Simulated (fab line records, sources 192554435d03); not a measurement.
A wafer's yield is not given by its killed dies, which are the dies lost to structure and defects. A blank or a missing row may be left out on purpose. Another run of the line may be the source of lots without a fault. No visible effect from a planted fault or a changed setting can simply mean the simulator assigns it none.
Which tool did it? :: flow n5_finfet :: Sampling: 10 lots, 30 wafers, 3 of 1938 route steps

## WHAT THE GAUGES SHOWED, per wafer
N5_BEOL_M3_INSPECT_59: inspects for defects (darkfield).
lot: L592
measured: day 7 10:31
on: defect_inspect-02
raw_defect_count: 82 82 81

lot: L593
measured: day 7 20:11
on: defect_inspect-01
raw_defect_count: 70 55 53

lot: L595
measured: day 8 05:02
on: defect_inspect-01
raw_defect_count: 62 82 70

lot: L601
measured: day 9 14:31
on: defect_inspect-02
raw_defect_count: 40 62 56

lot: L604
measured: day 10 05:10
on: defect_inspect-02
raw_defect_count: 678 602 612

lot: L605
measured: day 10 13:57
on: defect_inspect-02
raw_defect_count: 606 643 613

lot: L607
measured: day 11 21:34
on: defect_inspect-02
raw_defect_count: 604 688 672

lot: L608
measured: day 11 21:50
on: defect_inspect-01
raw_defect_count: 74 90 57

lot: L612
measured: day 12 22:49
on: defect_inspect-01
raw_defect_count: 67 73 47

lot: L613
measured: day 13 05:26
on: defect_inspect-02
raw_defect_count: 68 100 47

## WHICH TOOL RAN EACH LOT (tool, then ch and the chambers of the sampled wafers, then the start)
lot: L592
N5_BEOL_M3_PRE_CLEAN_56: pecvd-02 ch 0, day 7 10:22
N5_BEOL_M3_DEP_57: pecvd-02 ch 0, day 7 10:24

lot: L593
N5_BEOL_M3_PRE_CLEAN_56: pecvd-01 ch 1,2, day 7 20:05
N5_BEOL_M3_DEP_57: pecvd-01 ch 1,2, day 7 20:06

lot: L595
N5_BEOL_M3_PRE_CLEAN_56: pecvd-01 ch 0,1,2, day 8 04:55
N5_BEOL_M3_DEP_57: pecvd-01 ch 0,1,2, day 8 04:57

lot: L601
N5_BEOL_M3_PRE_CLEAN_56: pecvd-03 ch 0,1,2, day 9 14:24
N5_BEOL_M3_DEP_57: pecvd-03 ch 0,1,2, day 9 14:26

lot: L604
N5_BEOL_M3_PRE_CLEAN_56: pecvd-03 ch 0,2, day 10 05:03
N5_BEOL_M3_DEP_57: pecvd-03 ch 0,2, day 10 05:04

lot: L605
N5_BEOL_M3_PRE_CLEAN_56: pecvd-03 ch 0,1, day 10 13:50
N5_BEOL_M3_DEP_57: pecvd-03 ch 0,1, day 10 13:52

lot: L607
N5_BEOL_M3_PRE_CLEAN_56: pecvd-03 ch 0,2, day 11 21:26
N5_BEOL_M3_DEP_57: pecvd-03 ch 0,2, day 11 21:28

lot: L608
N5_BEOL_M3_PRE_CLEAN_56: pecvd-01 ch 1,2, day 11 21:43
N5_BEOL_M3_DEP_57: pecvd-01 ch 1,2, day 11 21:44

lot: L612
N5_BEOL_M3_PRE_CLEAN_56: pecvd-01 ch 0,1,2, day 12 22:42
N5_BEOL_M3_DEP_57: pecvd-01 ch 0,1,2, day 12 22:44

lot: L613
N5_BEOL_M3_PRE_CLEAN_56: pecvd-02 ch 0,1,2, day 13 05:20
N5_BEOL_M3_DEP_57: pecvd-02 ch 0,1,2, day 13 05:21
- N5_BEOL_M3_PRE_CLEAN_56: time 15 s.
- N5_BEOL_M3_DEP_57: deposits SiCN from 3MS/NH3, target thk 8 nm, time 14 s.

## THE ANSWER, worked out from the rows above alone
Rule: the usual values come from the lots themselves. Put in order of their means at a reading, lots are off if they are a third of the lots or fewer, leave a main group of 4 or more, and stand apart from it by a gap of 3 or more times the standard deviation of the main group's means; of several such gaps the widest counts. Not used: any main group whose means are identical at the precision the tables above print for the reading. A lot without any number at a reading at which 4 lots or more have one is off too. All remaining lots with rows at the step are treated as sound.
Off at N5_BEOL_M3_INSPECT_59 (raw_defect_count): L604, L605, L607. The main group has a mean of 68 with a standard deviation of 9.1.
A tool fits if, at a process step before that reading, it ran every lot that is off, and no sound lot after the first of them. Gauges at N5_BEOL_M3_INSPECT_59: tried the same way as those tools. One candidate fits, namely pecvd-03 at N5_BEOL_M3_PRE_CLEAN_56 and N5_BEOL_M3_DEP_57. At N5_BEOL_M3_PRE_CLEAN_56 its last sound lot is L601 (day 9 14:24), its first lot that is off L604 (day 10 05:03): a fault that began between those two fits.

## WHAT WAS PUT IN BY THE SIMULATOR
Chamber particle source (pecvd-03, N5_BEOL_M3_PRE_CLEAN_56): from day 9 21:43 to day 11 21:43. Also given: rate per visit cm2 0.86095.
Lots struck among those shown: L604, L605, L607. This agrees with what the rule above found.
